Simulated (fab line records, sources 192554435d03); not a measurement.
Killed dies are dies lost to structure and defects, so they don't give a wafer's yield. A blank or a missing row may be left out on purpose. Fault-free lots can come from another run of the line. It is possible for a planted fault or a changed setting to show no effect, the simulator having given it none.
fab line records	flow n5-finfet
record lots=7	wafers=39
route steps=1938 shown FIN_CUT@174 DUMMY_GATE@228 SD_EPI_P@314 HKMG_FIN@419 BEOL_M4@1111
start-h: the number of hours between the record's first day and the start of the first shown wafer of the lot	wait-h: hours since the lot's step before	" identical to the entry in the row above	L1.1+2: a single row standing in for several wafers	- value missing, or start not given	* or withheld: withheld	< > ~ a bound
route shown NAME@n: a module of which the file shows steps, and the number in the route of the first	usual: mean and standard deviation over wafers with no fault	same: alike in all rows	chamber/n: place in a boat	sites: per-site readings	_std_site: the values' standard deviation	_edge_site: outer sites' mean less inner sites'	radius-mm: how far each site lies from the wafer's centre	mask NAME#n: copy n	behind: the last tool/chamber to shape the wafer	hold: what put the lot on hold/how long, in hours/how the hold closed	device: names the non-switching transistor (n, p or np)	end of line: tests run on the same wafers once the route is complete	where a step has no rows: the recipe by itself	killed: dies that structure and defects cost at the first sort, which is not the same as the wafer's yield	map: shows each die of a wafer: x if killed, . if not, _ if none is there
set.NAME: the setting as run; set.NAME@STEP: as run at that earlier step	model.NAME: the simulator's own value behind a step, which no gauge read
lots run with intentionally changed settings; tables by step, rows by wafer
## steps
# step N5_FIN_CUT_CUT_ETCH_27
# recipe chemistry=CHF3/O2	target=SiO2	target-depth-a=40	mask-material=SOC	overetch-a=20	time-s=4.9	pressure-mtorr=30	source-w=650	bias-w=170	Ar_flow_sccm=200	CHF3_flow_sccm=50	O2_flow_sccm=5	ion-energy-ev=200
# step N5_DUMMY_GATE_EXPOSE_12
# recipe mask-id=GATE	na=0.33	source-shape=annular	sigma-inner=0.2	sigma-outer=0.6	polarization=unpolarized	target-cd-nm=25	dose-mj=34
# step N5_DUMMY_GATE_ETCH_32
# recipe chemistry=CF4	target=SiO2	target-depth-a=35	time-s=3.9	ion-energy-ev=350	pressure-mtorr=10	icp-w=800	bias-w=400	cf4-flow-sccm=80
# step N5_DUMMY_GATE_ETCH_42
# recipe chemistry=CHF3/O2	target=SiO2	target-depth-a=35	time-s=31	ion-energy-ev=30	bias-w=12	pressure-mtorr=30	source-w=600	Ar_flow_sccm=200	CHF3_flow_sccm=50	O2_flow_sccm=5
# step N5_SD_EPI_P_SD_RECESS_17
# recipe chemistry=HBr/Cl2/O2	target-depth-a=391	bt-time-s=3	pressure-mtorr=10	icp-w=800	bias-w=112	HBr_flow_sccm=150	Cl2_flow_sccm=80	O2_flow_sccm=12
# step N5_HKMG_FIN_ALD_36
# recipe material=TiN	target-thk-a=10	temp-c=400	ald-precursor-family=TiCl4	ald-co-reactant=NH3	pulse-time-s=1	purge-time-s=3	co-reactant-purge-time-s=2	co-reactant-pulse-time-s=2	ald-cycles=47	pressure-torr=3
# step N5_HKMG_FIN_ETCH_32
# recipe chemistry=N2/H2	target=SOC	target-depth-a=2400	temp-c=40	time-s=300	ion-energy-ev=200	mask-material=SiARC	pressure-mtorr=30	source-w=840	bias-w=150	n2-flow-sccm=200	h2-flow-sccm=200
# step N5_BEOL_M4_RC_MEAS_101
# usual DIBL_N=35.8/1.8	DIBL_P=35.9/2.2	IOFF_N=0.16/0.035	IOFF_N_85C=3.0/0.56
lot.wafer	tool	chamber	start-h	wait-h	set.target-depth-a@FIN_CUT_CUT_ETCH_27	set.dose-mj@DUMMY_GATE_EXPOSE_12	set.time-s@DUMMY_GATE_ETCH_32	set.bias-w@DUMMY_GATE_ETCH_42	set.target-depth-a@SD_EPI_P_SD_RECESS_17	set.temp-c@HKMG_FIN_ALD_36	set.h2-flow-sccm@HKMG_FIN_ETCH_32	DIBL_N[mV/V]	DIBL_P[mV/V]	IOFF_N[nA/um]	IOFF_N_85C[nA/um]
L074.1	prober-02	0	163.50	0.0	40	34	3.9	10.23	391	418.9	208.1	39.5	37.3	0.24	4.3
L074.2	"	0	"	"	40	31.52	4.708	12	391	418.9	200	30.5	29.1	0.10	2.0
L074.3	"	0	"	"	40	31.52	3.9	12	391	400	208.1	31.3	30.9	0.11	2.2
L074.4	"	0	"	"	40	31.52	3.9	10.23	391	418.9	200	32.5	29.8	0.12	2.4
L074.5	"	0	"	"	40	34	4.708	10.23	391	400	200	38.2	38.2	0.22	4.0
L074.6	"	0	"	"	40	34	4.708	12	391	400	208.1	38.6	36.6	0.20	3.7
L075.1	prober-01	0	183.10	0.0	40	34	4.666	12	370.9	388.2	200	34.2	34.9	0.17	3.3
L075.2	"	0	"	"	40	34	4.666	12	391	400	192	36.2	37.4	0.19	3.7
L075.3	"	0	"	"	40	34	4.666	12	391	388.2	192	35.0	36.3	0.17	3.3
L075.4	"	0	"	"	40	34	3.9	12	370.9	400	192	32.9	33.7	0.14	2.8
L075.5	"	0	"	"	40	34	3.9	12	370.9	388.2	200	34.9	36.3	0.17	3.4
L075.6	"	0	"	"	40	34	3.9	12	391	400	200	35.5	36.5	0.19	3.6
L081.1	prober-01	0	209.06	0.0	41.36	34	3.028	12	361.2	400	200	40.2	39.1	0.23	4.3
L081.2	"	0	"	"	40	32.78	3.9	12	391	385.9	205.8	35.0	33.1	0.13	2.7
L081.3	"	0	"	"	41.36	34	3.9	12	391	385.9	200	35.0	34.5	0.13	2.6
L081.4	"	0	"	"	40	34	3.028	12	391	400	205.8	40.2	39.1	0.23	4.3
L081.5	"	0	"	"	40	32.78	3.028	12	361.2	385.9	205.8	36.7	35.6	0.16	3.2
L081.6	"	0	"	"	41.36	32.78	3.9	12	361.2	400	200	33.8	32.4	0.11	2.4
L080.1	prober-01	0	216.83	0.0	40	34	3.9	13.9	391	400	200	37.5	40.7	0.18	3.5
L080.2	"	0	"	"	40	34	4.751	12	391	400	200	36.8	38.0	0.17	3.3
L080.3	"	0	"	"	42.81	34.83	4.751	13.9	391	400	214.3	36.3	38.4	0.15	2.9
L080.4	"	0	"	"	42.81	34.83	4.751	12	391	400	200	35.4	38.5	0.13	2.7
L080.5	"	0	"	"	42.81	34	3.9	12	391	400	214.3	32.6	33.9	0.10	2.1
L080.6	"	0	"	"	40	34.83	3.9	13.9	391	400	214.3	35.5	37.8	0.14	2.8
L086.1	prober-02	0	251.04	0.0	40	35.27	3.9	12	391	400	200	42.0	42.3	0.31	5.5
L086.2	"	0	"	"	44.86	35.27	4.46	12	405.8	400	190	37.3	36.5	0.16	3.1
L086.3	"	0	"	"	40	34	4.46	13.16	391	389.2	190	35.7	35.6	0.15	2.9
L086.4	"	0	"	"	44.86	34	4.46	12	391	389.2	200	35.1	34.2	0.12	2.5
L086.5	"	0	"	"	44.86	35.27	3.9	13.16	405.8	389.2	190	35.5	35.7	0.14	2.8
L086.6	"	0	"	"	40	34	3.9	13.16	405.8	400	200	36.3	37.2	0.15	3.0
L091.1	prober-01	0	273.36	0.0	40	34	3.9	12	391	400	200	35.3	34.5	0.14	2.9
L091.4	"	0	"	"	40	34	3.9	12	391	400	200	35.0	34.2	0.13	2.7
L091.5	"	0	"	"	40	34	3.9	12	391	400	200	33.5	32.8	0.11	2.3
L097.1	prober-02	0	311.74	0.0	40	34.78	3.078	13.63	401.2	400	189	33.1	34.8	0.10	2.1
L097.2	"	0	"	"	40	34.78	3.9	13.63	391	400	189	36.0	35.9	0.14	2.8
L097.3	"	0	"	"	40	34	3.9	12	401.2	400	189	31.8	33.4	0.09	1.9
L097.4	"	0	"	"	44.37	34	3.9	12	391	400	200	32.7	34.1	0.09	2.0
L097.5	"	0	"	"	44.37	34.78	3.078	12	401.2	400	200	33.7	32.6	0.10	2.2
L097.6	"	0	"	"	44.37	34	3.078	13.63	391	400	200	32.8	32.4	0.10	2.1
## key
split step=N5_FIN_CUT_CUT_ETCH_27	setting=target-depth-a	stated-as=40
response none clear
split step=N5_DUMMY_GATE_EXPOSE_12	setting=dose-mj	stated-as=34
response step=N5_BEOL_M4_RC_MEAS_101	reading=DIBL_N	slope=+0.927	per=1%	together-with=all	explained=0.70
response step=N5_BEOL_M4_RC_MEAS_101	reading=DIBL_P	slope=+0.963	per=1%	together-with=all	explained=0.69
response step=N5_BEOL_M4_RC_MEAS_101	reading=IOFF_N_85C	slope=+0.249	per=1%	together-with=all	explained=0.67
response step=N5_BEOL_M4_RC_MEAS_101	reading=IOFF_N	slope=+0.0153	per=1%	together-with=all	explained=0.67
split step=N5_DUMMY_GATE_ETCH_32	setting=time-s	stated-as=3.9
response none clear
split step=N5_DUMMY_GATE_ETCH_42	setting=bias-w	stated-as=12
response none clear
split step=N5_SD_EPI_P_SD_RECESS_17	setting=target-depth-a	stated-as=391
response none clear
split step=N5_HKMG_FIN_ALD_36	setting=temp-c	stated-as=400
response none clear
split step=N5_HKMG_FIN_ETCH_32	setting=h2-flow-sccm	stated-as=200
response none clear
